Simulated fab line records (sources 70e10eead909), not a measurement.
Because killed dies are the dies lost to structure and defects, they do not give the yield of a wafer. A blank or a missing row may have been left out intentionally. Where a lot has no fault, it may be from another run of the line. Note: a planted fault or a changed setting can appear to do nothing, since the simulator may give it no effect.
Which tool did it? + flow nand harc + at 1 step of a route of 1159, 6 lots with 18 wafers sampled

## WHAT EACH GAUGE READ, for each wafer
NHARC_P_GATE_CD_MEAS_91: the cd target is 2000 nm.
| lot  | measured     | on        | cd nm (nm)           |
|------|--------------|-----------|----------------------|
| L574 | day 5 18:22  | cd sem-03 | 1999.4 1997.6 2001.1 |
| L577 | day 6 08:07  | cd sem-02 | 1997.4 1997.6 1997.0 |
| L579 | day 7 01:55  | cd sem-03 | 2003.6 2002.2 2005.1 |
| L581 | day 7 18:25  | cd sem-02 | 2005.1 2004.2 1999.4 |
| L585 | day 8 19:16  | cd sem-02 | 2003.2 1999.7 2001.1 |
| L595 | day 10 21:51 | cd sem-03 | 2003.3 1999.3 2001.8 |

## WHICH TOOL RAN EACH LOT (tool, then ch and the chambers of the sampled wafers, then the start)
There is no process step in the record ahead of these readings.

## THE ANSWER, worked out from the rows above alone
Rule: the lots themselves supply what counts as usual. Put in order of their means at a reading, lots are off if they are a third of the lots or fewer, leave a main group of 4 or more, and stand apart from it by a gap of 3 or more times the standard deviation of the main group's means; of several such gaps the widest counts. A main group whose means are all the same, to the digits that the tables above print for the reading, isn't used. Also off: a lot with no number at a reading for which 4 or more lots have one. Where the step has rows for the other lots, those lots are counted as sound.
Nothing can be told from this: no lot is off at any reading shown.

## WHAT THE SIMULATOR PUT IN
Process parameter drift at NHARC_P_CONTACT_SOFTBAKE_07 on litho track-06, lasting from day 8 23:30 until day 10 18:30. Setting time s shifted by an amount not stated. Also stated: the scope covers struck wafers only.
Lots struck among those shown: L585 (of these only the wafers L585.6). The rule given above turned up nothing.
